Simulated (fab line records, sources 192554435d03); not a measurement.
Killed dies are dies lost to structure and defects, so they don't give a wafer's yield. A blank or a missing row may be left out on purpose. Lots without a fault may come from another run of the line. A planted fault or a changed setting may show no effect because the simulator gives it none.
fab line records | flow n5_finfet
record lots=24 wafers=72 last_day=18
route steps=1938 shown BEOL_M8@1388 BEOL_M9@1419 BEOL_M10@1490
lots that met no fault: from a run of the same line without faults
start_h: hours from the record's first day to the start of the lot's first wafer shown | wait_h: hours since the lot's step before | " the same as in the row above | L1.1+2: a row that stands for several wafers | - no value, or no start given | * or withheld: withheld | < > ~ a bound
route shown NAME@n: a module of which the file shows steps, and the number in the route of the first | usual: mean/standard deviation of fault-free wafers | same: alike in all rows | chamber/n: place in a boat | sites: the reading at each site | _std_site: their standard deviation | _edge_site: outer sites' mean less inner sites' | radius_mm: how far each site lies from the wafer's centre | mask NAME#n: copy n | behind: the tool/chamber that last shaped the wafer | hold: why the lot was held/for how many hours/how that ended | device: the transistor (n, p or np) that didn't switch | end of line: the same wafers' tests at the end of the route | a step without rows: its recipe alone | killed: dies lost to structure and defects at the first sort, not the wafer's yield | map: a wafer's dies, x killed, . not, _ none there
set.NAME: the setting as run; set.NAME@STEP: as run at that earlier step | model.NAME: the simulator's own value behind a step, which no gauge read
steps of the route over a sample of lots; a table a step, a row a wafer
services: from which hour (start_h, from the record's first day; less than 0 if before it) a tool's chamber was out of use, for how many hours, and why
## steps
# step N5_BEOL_M8_PRE_CLEAN_45
# recipe gas=H2/He time_s=30 temp_c=250
# usual heater_power_w=344/59
# columns lot.wafer tool chamber start_h wait_h heater_power_w
L074.1 pvd_sputter-03 - 204.37 0.0 302
L074.2 " - " " 284
L074.3 " - " " 461
L077.3 pvd_sputter-01 - 216.14 0.0 348
L077.4 " - " " 341
L077.6 " - " " 339
L076.3 pvd_sputter-02 - 221.40 0.0 410
L076.4 " - " " 410
L076.6 " - " " 371
L075.3 pvd_sputter-01 - 224.30 0.0 330
L075.4 " - " " 287
L075.6 " - " " 287
L078.2 pvd_sputter-03 - 227.47 0.0 332
L078.4 " - " " 273
L078.5 " - " " 303
L079.3 pvd_sputter-02 - 233.75 0.0 400
L079.4 " - " " 355
L079.6 " - " " 277
L080.1 pvd_sputter-03 - 233.99 0.0 337
L080.4 " - " " 309
L080.6 " - " " 342
L081.1 pvd_sputter-03 - 235.13 0.0 280
L081.2 " - " " 480
L081.5 " - " " 342
L082.1 pvd_sputter-01 - 244.98 0.0 336
L082.4 " - " " 335
L082.5 " - " " 334
L083.1 pvd_sputter-03 - 252.39 0.0 277
L083.2 " - " " 466
L083.5 " - " " 310
L085.2 pvd_sputter-01 - 265.87 0.0 321
L085.4 " - " " 339
L085.6 " - " " 322
L086.1 pvd_sputter-01 - 277.14 0.0 296
L086.2 " - " " 343
L086.4 " - " " 332
L084.1 pvd_sputter-02 - 286.01 0.0 277
L084.5 " - " " 412
L084.6 " - " " 372
L088.2 pvd_sputter-03 - 286.97 0.0 311
L088.5 " - " " 327
L088.6 " - " " 275
L090.2 pvd_sputter-02 - 288.18 0.0 425
L090.3 " - " " 278
L090.4 " - " " 396
L087.1 pvd_sputter-03 - 288.59 0.0 279
L087.2 " - " " 331
L087.6 " - " " 276
L089.3 pvd_sputter-02 - 291.90 0.0 377
L089.4 " - " " 401
L089.5 " - " " 412
L091.1 pvd_sputter-03 - 303.90 0.0 472
L091.3 " - " " 342
L091.4 " - " " 311
L092.2 pvd_sputter-01 - 313.04 0.0 327
L092.5 " - " " 330
L092.6 " - " " 333
L094.4 pvd_sputter-01 - 323.37 0.0 282
L094.5 " - " " 339
L094.6 " - " " 347
L093.1 pvd_sputter-01 - 323.43 0.0 344
L093.2 " - " " 288
L093.3 " - " " 332
L096.1 pvd_sputter-03 - 331.10 0.0 476
L096.2 " - " " 278
L096.4 " - " " 340
L095.2 pvd_sputter-01 - 331.27 0.0 339
L095.4 " - " " 330
L095.5 " - " " 341
L097.4 pvd_sputter-03 - 353.75 0.0 337
L097.5 " - " " 469
L097.6 " - " " 328
# step N5_BEOL_M8_SPUTTER_48
# recipe material=Cu target_thk_a=100 temp_c=-20 bias_v=60 power_w=26000 chamber_pressure_pa=0.13 time_s=1.667
# usual substrate_temp_c=-19.99/0.1 throttle_valve_pct=29.7/1.1
# columns lot.wafer tool chamber start_h wait_h substrate_temp_c throttle_valve_pct
L074.1 pvd_sputter-02 - 206.51 1.4 -20.05 30.5
L074.2 " - " " -20.17 29.9
L074.3 " - " " -19.88 29.0
L077.3 pvd_sputter-02 - 216.69 0.1 -19.98 29.9
L077.4 " - " " -20.01 30.3
L077.6 " - " " -19.87 29.6
L076.3 pvd_sputter-01 - 221.97 0.1 -19.95 28.1
L076.4 " - " " -20.06 28.7
L076.6 " - " " -19.94 30.2
L075.3 pvd_sputter-01 - 224.82 0.1 -20.07 28.5
L075.4 " - " " -20.03 29.0
L075.6 " - " " -19.93 31.4
L078.2 pvd_sputter-02 - 228.14 0.1 -19.88 28.9
L078.4 " - " " -20.02 29.3
L078.5 " - " " -19.97 28.7
L079.3 pvd_sputter-03 - 234.43 0.1 -19.98 31.0
L079.4 " - " " -19.97 29.1
L079.6 " - " " -20.12 29.7
L080.1 pvd_sputter-03 - 234.59 0.1 -19.95 31.4
L080.4 " - " " -19.92 29.6
L080.6 " - " " -19.94 29.9
L081.1 pvd_sputter-03 - 235.72 0.1 -20.11 29.2
L081.2 " - " " -19.84 27.8
L081.5 " - " " -20.01 31.5
L082.1 pvd_sputter-01 - 245.58 0.1 -20.08 30.5
L082.4 " - " " -19.97 28.1
L082.5 " - " " -20.06 28.8
L083.1 pvd_sputter-03 - 253.11 0.1 -20.00 31.2
L083.2 " - " " -19.99 30.1
L083.5 " - " " -20.02 29.3
L085.2 pvd_sputter-01 - 266.55 0.1 -19.82 28.3
L085.4 " - " " -19.99 30.0
L085.6 " - " " -20.21 28.9
L086.1 pvd_sputter-03 - 277.74 0.1 -20.06 31.1
L086.2 " - " " -20.10 27.9
L086.4 " - " " -20.01 29.9
L084.1 pvd_sputter-03 - 287.01 0.1 -20.10 27.9
L084.5 " - " " -20.07 29.8
L084.6 " - " " -19.93 31.2
L088.2 pvd_sputter-02 - 287.96 0.2 -19.93 30.4
L088.5 " - " " -20.04 30.4
L088.6 " - " " -19.86 30.2
L090.2 pvd_sputter-03 - 288.99 0.2 -19.93 31.2
L090.3 " - " " -19.97 28.0
L090.4 " - " " -19.98 30.0
L087.1 pvd_sputter-03 - 289.25 0.1 -20.22 27.8
L087.2 " - " " -19.87 29.7
L087.6 " - " " -19.84 29.4
L089.3 pvd_sputter-03 - 294.15 1.0 -20.07 27.9
L089.4 " - " " -19.82 29.4
L089.5 " - " " -19.88 30.9
L091.1 pvd_sputter-03 - 304.76 0.2 -19.90 29.8
L091.3 " - " " -19.92 31.4
L091.4 " - " " -20.10 29.5
L092.2 pvd_sputter-03 - 313.81 0.1 -19.95 27.8
L092.5 " - " " -19.90 29.3
L092.6 " - " " -19.91 27.9
L094.4 pvd_sputter-02 - 324.05 0.1 -19.96 28.9
L094.5 " - " " -19.85 30.4
L094.6 " - " " -19.90 30.1
L093.1 pvd_sputter-03 - 324.06 0.1 -19.98 29.6
L093.2 " - " " -19.84 29.2
L093.3 " - " " -20.24 28.0
L096.1 pvd_sputter-03 - 331.92 0.2 -19.96 29.6
L096.2 " - " " -20.13 29.9
L096.4 " - " " -19.85 31.3
L095.2 pvd_sputter-03 - 332.00 0.2 -19.99 29.2
L095.4 " - " " -19.99 31.2
L095.5 " - " " -20.11 31.1
L097.4 pvd_sputter-02 - 354.62 0.1 -20.11 29.5
L097.5 " - " " -20.13 30.6
L097.6 " - " " -20.11 30.1
# step N5_BEOL_M8_THK_MEAS_53
# recipe thk_meas_gauge=xrf reads=Cu_of_BEOL_M8_ECD_50
# usual M8_THK=78.4/1.4
# columns lot.wafer tool chamber start_h wait_h M8_THK[nm]
L074.1 film_metro-02 - 207.31 - 79.9
L074.2 " - " " 77.6
L074.3 " - " " 79.6
L077.3 film_metro-02 - 217.50 - 77.7
L077.4 " - " " 79.4
L077.6 " - " " 78.4
L076.3 film_metro-01 - 223.03 - 77.6
L076.4 " - " " 80.0
L076.6 " - " " 77.5
L075.3 film_metro-01 - 225.63 - 78.5
L075.4 " - " " 78.3
L075.6 " - " " 77.6
L078.2 film_metro-01 - 229.00 - 77.5
L078.4 " - " " 79.1
L078.5 " - " " 77.1
L079.3 film_metro-01 - 235.23 - 77.2
L079.4 " - " " 77.9
L079.6 " - " " 76.5
L080.1 film_metro-02 - 235.39 - 81.6
L080.4 " - " " 79.4
L080.6 " - " " 79.6
L081.1 film_metro-02 - 236.61 - 78.9
L081.2 " - " " 78.0
L081.5 " - " " 79.8
L082.1 film_metro-02 - 246.38 - 78.3
L082.4 " - " " 79.0
L082.5 " - " " 79.6
L083.1 film_metro-01 - 253.97 - 79.4
L083.2 " - " " 78.8
L083.5 " - " " 78.8
L085.2 film_metro-02 - 267.45 - 78.1
L085.4 " - " " 77.3
L085.6 " - " " 76.8
L086.1 film_metro-01 - 278.54 - 77.6
L086.2 " - " " 78.0
L086.4 " - " " 77.2
L084.1 film_metro-01 - 287.82 - 80.1
L084.5 " - " " 79.3
L084.6 " - " " 80.3
L088.2 film_metro-02 - 288.77 - 77.5
L088.5 " - " " 77.9
L088.6 " - " " 76.0
L090.2 film_metro-01 - 289.80 - 81.0
L090.3 " - " " 79.0
L090.4 " - " " 76.4
L087.1 film_metro-02 - 290.06 - 80.1
L087.2 " - " " 79.8
L087.6 " - " " 80.8
L089.3 film_metro-02 - 295.14 - 79.1
L089.4 " - " " 79.0
L089.5 " - " " 76.8
L091.1 film_metro-01 - 305.56 - 79.0
L091.3 " - " " 79.7
L091.4 " - " " 80.3
L092.2 film_metro-02 - 315.54 - 77.0
L092.5 " - " " 77.0
L092.6 " - " " 77.0
L094.4 film_metro-02 - 325.31 - 80.9
L094.5 " - " " 78.0
L094.6 " - " " 74.3
L093.1 film_metro-02 - 325.58 - 80.3
L093.2 " - " " 76.9
L093.3 " - " " 79.2
L096.1 film_metro-01 - 332.75 - 75.4
L096.2 " - " " 80.8
L096.4 " - " " 78.8
L095.2 film_metro-01 - 333.15 - 76.1
L095.4 " - " " 79.3
L095.5 " - " " 76.3
L097.4 film_metro-02 - 355.54 - 77.4
L097.5 " - " " 78.3
L097.6 " - " " 82.5
# step N5_BEOL_M9_ETCH_62
# recipe chemistry=N2/H2 target=SOC target_depth_a=1100 overetch_a=220 mask_material=SiARC temp_c=40 time_s=165 ion_energy_ev=200 pressure_mtorr=30 source_w=840 bias_w=150 n2_flow_sccm=200 h2_flow_sccm=200
# usual drypump_motor_current_A=5.6/0.35 oes_product_au=0.67/0.058 rf_fwd_power_W=837.2/2.4 rf_vpp_V=524.4/2.6 showerhead_plenum_p_Torr=2.56/0.089 throttle_valve_pct=17.7/0.31
# columns lot.wafer tool chamber start_h wait_h drypump_motor_current_A oes_product_au rf_fwd_power_W rf_hours_counter_h rf_vpp_V showerhead_plenum_p_Torr throttle_valve_pct
L074.1 rie_diel-03 2 209.23 0.0 5.2 0.63 836.1 174 520.6 2.45 17.5
L074.2 " 0 " " 5.2 0.69 831.2 71 528.8 2.69 17.5
L074.3 " 3 " " 5.9 0.58 842.0 247 526.1 2.64 18.6
L077.3 rie_diel-06 2 219.15 0.0 5.2 0.60 833.6 220 522.5 2.52 18.2
L077.4 " 3 " " 5.3 0.71 833.8 75 526.9 2.67 17.8
L077.6 " 2 " " 5.2 0.59 833.4 - 523.8 2.52 18.2
L076.3 rie_diel-01 2 225.54 0.0 6.1 0.59 837.4 231 518.1 2.40 17.9
L076.4 " 3 " " 6.3 0.74 836.4 60 521.4 2.47 17.5
L076.6 " 2 " " 6.1 0.59 836.9 - 520.7 2.40 17.9
L075.3 rie_diel-03 2 227.26 0.0 5.2 0.63 837.2 176 520.1 2.44 17.5
L075.4 " 0 " " 5.2 0.70 838.3 73 528.7 2.69 17.5
L075.6 " 0 " " 5.2 0.70 841.6 - 527.6 2.69 17.5
L078.2 rie_diel-06 3 231.43 0.0 5.3 0.69 840.2 80 527.3 2.66 17.8
L078.4 " 2 " " 5.2 0.60 835.7 224 524.2 2.52 18.2
L078.5 " 2 " " 5.3 0.60 840.2 - 523.5 2.52 18.2
L079.3 rie_diel-06 3 237.32 0.0 5.3 0.69 836.7 82 527.3 2.66 17.8
L079.4 " 0 " " 5.8 0.74 842.0 55 522.5 2.46 17.6
L079.6 " 0 " " 5.8 0.74 837.8 - 522.2 2.46 17.6
L080.1 rie_diel-03 0 237.48 0.0 5.3 0.69 838.0 76 526.9 2.69 17.6
L080.4 " 0 " " 5.3 0.69 837.5 - 527.2 2.69 17.5
L080.6 " 1 " " 6.0 0.67 838.8 - 527.9 2.68 17.4
L081.1 rie_diel-01 3 239.26 0.0 6.2 0.73 835.8 64 521.4 2.47 17.5
L081.2 " 1 " " 5.8 0.60 835.4 213 523.4 2.51 17.7
L081.5 " 3 " " 6.2 0.73 836.7 - 523.1 2.47 17.5
L082.1 rie_diel-06 0 249.06 0.0 5.8 0.74 837.1 59 523.3 2.46 17.7
L082.4 " 2 " " 5.2 0.60 833.1 - 521.2 2.52 18.2
L082.5 " 0 " " 5.8 0.74 838.3 - 521.9 2.46 17.6
L083.1 rie_diel-06 1 256.59 0.0 5.9 0.71 840.2 62 524.0 2.57 17.3
L083.2 " 2 " " 5.2 0.59 841.1 233 523.3 2.51 18.2
L083.5 " 2 " " 5.2 0.60 840.5 - 522.7 2.51 18.2
L085.2 rie_diel-01 3 271.09 0.0 6.3 0.73 835.1 74 523.7 2.47 17.5
L085.4 " 1 " " 5.8 0.60 839.5 222 522.3 2.51 17.7
L085.6 " 1 " " 5.8 0.60 837.6 - 523.3 2.51 17.7
L086.1 rie_diel-01 0 286.30 3.7 5.2 0.60 838.8 207 525.7 2.63 18.0
L086.2 " 0 " " 5.2 0.60 835.6 - 526.9 2.63 18.1
L086.4 " 0 " " 5.2 0.60 833.8 - 526.3 2.63 18.0
L084.1 rie_diel-06 1 290.54 0.0 5.9 0.71 838.0 74 525.5 2.56 17.3
L084.5 " 0 " " 5.8 0.73 841.1 - 521.8 2.46 17.7
L084.6 " 3 " " 5.3 0.68 838.1 - 528.3 2.66 17.8
L088.2 rie_diel-06 0 291.75 0.0 5.8 0.72 835.8 72 521.7 2.46 17.7
L088.5 " 1 " " 5.9 0.70 832.3 - 523.8 2.56 17.3
L088.6 " 2 " " 5.2 0.59 836.4 - 524.4 2.51 18.2
L090.2 rie_diel-06 3 292.48 0.0 5.3 0.68 839.7 100 527.6 2.66 17.8
L090.3 " 1 " " 5.9 0.69 835.3 75 525.8 2.56 17.3
L090.4 " 2 " " 5.2 0.58 837.2 246 522.3 2.51 18.2
L087.1 rie_diel-06 3 292.73 0.0 5.3 0.69 833.8 100 527.8 2.66 17.8
L087.2 " 0 " " 5.8 0.73 840.1 73 522.1 2.46 17.7
L087.6 " 0 " " 5.8 0.72 839.2 - 521.2 2.46 17.7
L089.3 rie_diel-06 3 296.87 0.0 5.3 0.67 833.6 101 526.8 2.66 17.8
L089.4 " 0 " " 5.8 0.72 835.5 74 522.1 2.46 17.7
L089.5 " 0 " " 5.8 0.72 834.9 - 521.2 2.46 17.7
L091.1 rie_diel-01 1 308.39 0.0 5.8 0.58 839.4 230 523.0 2.51 17.7
L091.3 " 0 " " 5.2 0.59 839.0 217 526.2 2.63 18.1
L091.4 " 3 " " 6.3 0.71 839.6 - 521.4 2.46 17.5
L092.2 rie_diel-06 0 317.63 0.0 5.8 0.72 838.2 81 521.2 2.45 17.7
L092.5 " 1 " " 5.9 0.69 839.7 - 525.4 2.56 17.3
L092.6 " 0 " " 5.8 0.71 836.8 - 519.4 2.45 17.7
L094.4 rie_diel-01 1 327.50 0.0 5.9 0.59 839.3 236 522.5 2.50 17.7
L094.5 " 3 " " 6.3 0.70 839.6 - 522.5 2.46 17.6
L094.6 " 0 " " 5.3 0.59 837.1 - 527.4 2.62 18.1
L093.1 rie_diel-06 0 327.96 0.0 5.7 0.71 835.5 85 521.1 2.45 17.7
L093.2 " 1 " " 5.9 0.69 832.3 86 524.4 2.56 17.3
L093.3 " 3 " " 5.3 0.67 841.6 112 526.2 2.65 17.8
L096.1 rie_diel-06 3 335.56 0.0 5.3 0.67 837.7 115 526.3 2.65 17.8
L096.2 " 0 " " 5.8 0.71 834.4 87 522.4 2.45 17.7
L096.4 " 2 " " 5.2 0.79 840.3 6 521.5 2.51 17.8
L095.2 rie_diel-03 0 335.81 0.0 5.2 0.67 836.8 108 526.4 2.68 17.6
L095.4 " 3 " " 5.9 0.76 841.3 27 524.4 2.62 18.2
L095.5 " 1 " " 6.0 0.65 840.5 - 527.3 2.66 17.4
L097.4 rie_diel-03 3 358.88 0.0 5.9 0.75 834.8 34 525.5 2.62 18.2
L097.5 " 3 " " 5.9 0.75 836.4 - 526.7 2.62 18.2
L097.6 " 0 " " 5.2 0.66 835.7 - 526.8 2.67 17.6
# step N5_BEOL_M9_STRIP_67
# recipe chemistry=CF4 resist=SiARC power_w=300 bias_power_w=75 pressure_mtorr=50 cf4_flow_sccm=150 rf_frequency_hz=6e+07
# usual drypump_motor_current_A=5.6/0.36 oes_product_au=0.79/0.069 rf_vpp_V=271.3/1.5 showerhead_plenum_p_Torr=1.81/0.057 throttle_valve_pct=13.56/0.29
# columns lot.wafer tool chamber start_h wait_h drypump_motor_current_A oes_product_au rf_hours_counter_h rf_vpp_V showerhead_plenum_p_Torr throttle_valve_pct
L074.1 rie_diel-03 2 209.37 0.0 5.2 0.74 174 269.2 1.73 13.35
L074.2 " 0 " " 5.2 0.82 71 272.7 1.89 13.21
L074.3 " 3 " " 5.9 0.69 247 272.1 1.84 14.02
L077.3 rie_diel-06 2 219.29 0.0 5.2 0.71 220 269.2 1.79 14.02
L077.4 " 3 " " 5.3 0.83 75 272.3 1.90 13.63
L077.6 " 2 " " 5.2 0.71 - 270.4 1.79 14.01
L076.3 rie_diel-01 2 225.68 0.0 6.1 0.69 231 268.3 1.72 13.87
L076.4 " 3 " " 6.2 0.87 60 271.7 1.76 13.38
L076.6 " 2 " " 6.1 0.69 - 267.9 1.72 13.88
L075.3 rie_diel-03 2 227.41 0.0 5.2 0.75 176 269.7 1.73 13.35
L075.4 " 0 " " 5.2 0.82 73 273.5 1.89 13.19
L075.6 " 0 " " 5.2 0.82 - 272.0 1.89 13.19
L078.2 rie_diel-06 3 231.58 0.0 5.3 0.82 80 272.7 1.90 13.64
L078.4 " 2 " " 5.2 0.70 224 270.8 1.79 14.01
L078.5 " 2 " " 5.2 0.70 - 272.4 1.79 14.03
L079.3 rie_diel-06 3 237.46 0.0 5.3 0.82 82 272.5 1.90 13.65
L079.4 " 0 " " 5.8 0.88 55 269.2 1.76 13.63
L079.6 " 0 " " 5.7 0.87 - 270.0 1.76 13.62
L080.1 rie_diel-03 0 237.63 0.0 5.2 0.81 77 273.9 1.89 13.20
L080.4 " 0 " " 5.2 0.81 - 272.3 1.89 13.17
L080.6 " 1 " " 6.0 0.79 - 274.4 1.90 13.27
L081.1 rie_diel-01 3 239.41 0.0 6.2 0.86 64 270.7 1.76 13.38
L081.2 " 1 " " 5.9 0.71 213 270.3 1.78 13.60
L081.5 " 3 " " 6.3 0.86 - 269.9 1.76 13.39
L082.1 rie_diel-06 0 249.20 0.0 5.8 0.87 59 270.2 1.76 13.63
L082.4 " 2 " " 5.2 0.70 - 271.1 1.79 14.03
L082.5 " 0 " " 5.7 0.87 - 271.0 1.76 13.63
L083.1 rie_diel-06 1 256.74 0.0 5.9 0.83 62 272.0 1.82 13.10
L083.2 " 2 " " 5.2 0.70 233 271.4 1.79 14.04
L083.5 " 2 " " 5.2 0.70 - 269.9 1.79 14.05
L085.2 rie_diel-01 3 271.24 0.0 6.2 0.86 74 270.5 1.76 13.41
L085.4 " 1 " " 5.8 0.70 222 270.1 1.78 13.61
L085.6 " 1 " " 5.8 0.70 - 269.3 1.78 13.61
L086.1 rie_diel-01 0 286.74 0.0 5.2 0.71 207 273.3 1.85 13.77
L086.2 " 0 " " 5.2 0.70 - 273.2 1.85 13.77
L086.4 " 0 " " 5.2 0.71 - 271.7 1.85 13.75
L084.1 rie_diel-06 1 290.69 0.0 5.9 0.82 74 271.5 1.81 13.15
L084.5 " 0 " " 5.8 0.86 - 270.4 1.76 13.65
L084.6 " 3 " " 5.3 0.80 - 274.4 1.90 13.70
L088.2 rie_diel-06 0 291.89 0.0 5.8 0.85 72 270.3 1.76 13.63
L088.5 " 1 " " 5.9 0.82 - 271.8 1.81 13.13
L088.6 " 2 " " 5.2 0.69 - 270.4 1.78 14.06
L090.2 rie_diel-06 3 292.62 0.0 5.3 0.81 100 272.6 1.89 13.70
L090.3 " 1 " " 5.9 0.83 75 272.5 1.81 13.15
L090.4 " 2 " " 5.2 0.70 246 271.4 1.78 14.04
L087.1 rie_diel-06 3 292.87 0.0 5.3 0.80 100 274.7 1.89 13.68
L087.2 " 0 " " 5.8 0.86 73 268.9 1.76 13.66
L087.6 " 0 " " 5.8 0.85 - 270.3 1.76 13.66
L089.3 rie_diel-06 3 297.01 0.0 5.3 0.80 101 272.3 1.89 13.69
L089.4 " 0 " " 5.8 0.85 74 269.8 1.76 13.66
L089.5 " 0 " " 5.8 0.85 - 269.4 1.76 13.66
L091.1 rie_diel-01 1 308.53 0.0 5.8 0.70 231 271.2 1.78 13.62
L091.3 " 0 " " 5.2 0.70 218 271.8 1.85 13.79
L091.4 " 3 " " 6.2 0.84 - 269.8 1.75 13.45
L092.2 rie_diel-06 0 317.78 0.0 5.8 0.85 81 269.8 1.76 13.68
L092.5 " 1 " " 5.9 0.82 - 271.9 1.81 13.15
L092.6 " 0 " " 5.8 0.84 - 268.6 1.75 13.68
L094.4 rie_diel-01 1 327.65 0.0 5.8 0.69 236 269.7 1.77 13.65
L094.5 " 3 " " 6.3 0.84 - 269.4 1.75 13.45
L094.6 " 0 " " 5.2 0.70 - 271.9 1.84 13.80
L093.1 rie_diel-06 0 328.10 0.0 5.8 0.84 85 270.0 1.75 13.69
L093.2 " 1 " " 5.9 0.81 86 270.4 1.81 13.16
L093.3 " 3 " " 5.3 0.79 112 272.4 1.89 13.71
L096.1 rie_diel-06 3 335.71 0.0 5.3 0.79 115 273.1 1.89 13.71
L096.2 " 0 " " 5.8 0.84 87 269.8 1.75 13.69
L096.4 " 2 " " 5.2 0.95 6 269.4 1.78 13.50
L095.2 rie_diel-03 0 335.95 0.0 5.2 0.78 108 274.2 1.88 13.28
L095.4 " 3 " " 5.9 0.89 27 272.8 1.83 13.53
L095.5 " 1 " " 6.0 0.75 - 273.1 1.89 13.33
L097.4 rie_diel-03 3 359.03 0.0 5.9 0.88 34 272.8 1.83 13.55
L097.5 " 3 " " 5.8 0.88 - 272.5 1.83 13.56
L097.6 " 0 " " 5.2 0.78 - 271.2 1.88 13.27
# step N5_BEOL_M10_STRIP_67
# recipe chemistry=CF4 resist=SiARC power_w=300 bias_power_w=75 pressure_mtorr=50 cf4_flow_sccm=150 rf_frequency_hz=6e+07
# usual drypump_motor_current_A=5.4/0.38 oes_product_au=0.75/0.071 rf_vpp_V=270.8/1.7 showerhead_plenum_p_Torr=1.79/0.064 throttle_valve_pct=13.64/0.2
# columns lot.wafer tool chamber start_h wait_h drypump_motor_current_A oes_product_au rf_hours_counter_h rf_vpp_V showerhead_plenum_p_Torr throttle_valve_pct
L074.1 rie_diel-05 1 217.20 0.0 5.5 0.73 203 271.1 1.72 13.77
L074.2 " 2 " " 5.9 0.70 210 272.9 1.85 13.63
L074.3 " 3 " " 5.7 0.88 29 273.8 1.90 13.35
L077.3 rie_diel-05 2 227.21 0.0 5.9 0.71 217 270.6 1.85 13.67
L077.4 " 1 " " 5.5 0.73 210 269.5 1.72 13.79
L077.6 " 1 " " 5.5 0.73 - 267.7 1.72 13.80
L076.3 rie_diel-04 0 232.85 0.0 5.9 0.69 210 268.8 1.72 13.85
L076.4 " 2 " " 4.8 0.86 55 269.1 1.75 13.46
L076.6 " 3 " " 5.6 0.69 - 268.7 1.71 13.73
L075.3 rie_diel-04 2 235.01 0.0 4.8 0.86 56 269.8 1.75 13.46
L075.4 " 1 " " 5.3 0.70 230 273.0 1.84 13.87
L075.6 " 2 " " 4.8 0.85 - 269.6 1.75 13.46
L078.2 rie_diel-04 1 238.69 0.0 5.3 0.70 232 272.4 1.84 13.87
L078.4 " 3 " " 5.7 0.70 211 267.3 1.71 13.74
L078.5 " 1 " " 5.3 0.70 - 272.9 1.84 13.87
L080.1 rie_diel-02 1 245.48 0.0 5.0 0.83 59 271.6 1.83 13.35
L080.4 " 0 " " 5.6 0.70 225 269.9 1.70 13.69
L080.6 " 1 " " 5.0 0.82 - 271.3 1.83 13.34
L079.3 rie_diel-04 1 245.50 0.0 5.3 0.70 235 272.1 1.84 13.88
L079.4 " 3 " " 5.6 0.69 214 270.4 1.71 13.77
L079.6 " 3 " " 5.6 0.69 - 268.4 1.71 13.73
L081.1 rie_diel-04 2 246.07 0.0 4.8 0.85 62 268.9 1.75 13.45
L081.2 " 1 " " 5.3 0.69 235 271.8 1.84 13.88
L081.5 " 3 " " 5.7 0.69 - 269.2 1.71 13.72
L082.1 rie_diel-05 0 256.96 0.0 4.9 0.78 99 270.5 1.82 13.37
L082.4 " 3 " " 5.7 0.86 43 272.9 1.89 13.39
L082.5 " 0 " " 5.0 0.78 - 271.7 1.82 13.35
L083.1 rie_diel-05 0 266.95 0.0 4.9 0.78 102 271.0 1.82 13.35
L083.2 " 2 " " 5.9 0.69 227 271.8 1.85 13.67
L083.5 " 3 " " 5.7 0.85 - 272.8 1.89 13.42
L085.2 rie_diel-02 2 278.24 0.0 5.9 0.69 235 272.6 1.84 13.90
L085.4 " 3 " " 5.4 0.84 73 269.6 1.84 13.60
L085.6 " 2 " " 5.9 0.69 - 272.1 1.84 13.90
L088.2 rie_diel-02 0 299.63 0.0 5.7 0.68 241 271.0 1.69 13.72
L088.5 " 1 " " 4.9 0.81 - 272.1 1.83 13.39
L088.6 " 2 " " 5.9 0.69 - 273.5 1.84 13.90
L086.1 rie_diel-02 2 299.88 0.0 5.9 0.69 242 271.5 1.84 13.90
L086.2 " 0 " " 5.7 0.68 242 268.1 1.69 13.74
L086.4 " 3 " " 5.4 0.83 79 271.4 1.84 13.63
L084.1 rie_diel-04 2 300.05 0.0 4.8 0.83 82 269.3 1.75 13.52
L084.5 " 2 " " 4.8 0.83 - 270.2 1.75 13.50
L084.6 " 0 " " 5.9 0.68 - 270.0 1.71 13.90
L090.2 rie_diel-02 2 300.21 0.0 5.9 0.69 242 271.5 1.84 13.90
L090.3 " 3 " " 5.4 0.83 79 270.9 1.84 13.62
L090.4 " 0 " " 5.7 0.69 242 269.7 1.69 13.73
L087.1 rie_diel-05 1 300.41 0.0 5.5 0.71 231 266.2 1.71 13.85
L087.2 " 0 " " 4.9 0.77 116 271.9 1.82 13.39
L087.6 " 0 " " 5.0 0.77 - 270.9 1.82 13.37
L089.3 rie_diel-02 3 304.34 0.0 5.4 0.84 81 271.6 1.84 13.62
L089.4 " 0 " " 5.7 0.68 243 268.1 1.69 13.72
L089.5 " 2 " " 5.9 0.70 - 271.8 1.84 13.93
L091.1 rie_diel-02 1 317.12 0.0 5.0 0.80 82 271.6 1.82 13.37
L091.3 " 2 " " 5.9 0.68 248 272.6 1.83 13.92
L091.4 " 1 " " 5.0 0.80 - 271.0 1.82 13.40
L092.2 rie_diel-05 0 326.90 0.0 5.0 0.76 126 270.1 1.82 13.42
L092.5 " 0 " " 5.0 0.76 - 272.3 1.81 13.40
L092.6 " 1 " " 5.5 0.71 - 269.4 1.71 13.85
L093.1 rie_diel-02 0 335.32 0.0 5.6 0.68 258 269.1 1.69 13.76
L093.2 " 3 " " 5.4 0.83 87 273.0 1.83 13.64
L093.3 " 1 " " 5.0 0.79 92 271.2 1.82 13.40
L094.4 rie_diel-04 2 336.26 0.0 4.8 0.81 97 270.1 1.74 13.55
L094.5 " 0 " " 5.9 0.67 - 270.2 1.71 13.95
L094.6 " 1 " " 5.3 0.92 - 271.7 1.83 13.38
L096.1 rie_diel-04 1 343.66 0.0 5.3 0.91 14 272.3 1.83 13.37
L096.2 " 2 " " 4.8 0.80 99 269.1 1.74 13.56
L096.4 " 1 " " 5.3 0.92 - 271.0 1.83 13.38
L095.2 rie_diel-02 1 343.94 0.0 5.0 0.78 96 270.1 1.82 13.41
L095.4 " 0 " " 5.6 0.67 - 269.5 1.69 13.77
L095.5 " 1 " " 5.0 0.79 - 270.9 1.82 13.43
L097.4 rie_diel-05 1 369.12 0.0 5.5 0.70 - 269.8 1.70 13.92
L097.5 " 0 " " 5.0 0.74 - 270.3 1.81 13.44
L097.6 " 3 " " 5.7 0.79 - 272.9 1.88 13.51
## services
# columns tool chamber start_h hours kind
rie_diel-06 0 191.26 3.2 repair
rie_diel-03 0 195.40 6.6 repair
rie_diel-06 1 206.40 12.2 repair
rie_diel-04 - 212.45 14.6 pm
rie_diel-05 0 213.96 11.5 repair
rie_diel-06 - 215.37 0.3 repair
rie_diel-03 3 218.34 1.6 repair
rie_diel-03 - 218.39 7.2 repair
rie_diel-06 3 248.87 4.0 repair
rie_diel-05 1 253.43 2.5 repair
rie_diel-01 1 271.31 18.5 repair
rie_diel-02 - 273.16 0.6 repair
rie_diel-05 - 278.82 0.5 repair
rie_diel-05 2 282.21 3.3 repair
rie_diel-01 2 282.41 8.8 repair
rie_diel-06 2 303.58 - clean
rie_diel-02 3 310.74 16.3 repair
rie_diel-04 0 330.12 3.0 repair
rie_diel-05 2 333.81 16.7 repair
rie_diel-01 - 346.57 2.8 pm
rie_diel-04 3 346.95 4.0 repair
rie_diel-06 - 363.32 2.8 pm
rie_diel-05 - 364.22 2.8 pm
rie_diel-03 - 366.81 2.8 pm
## key
fault none
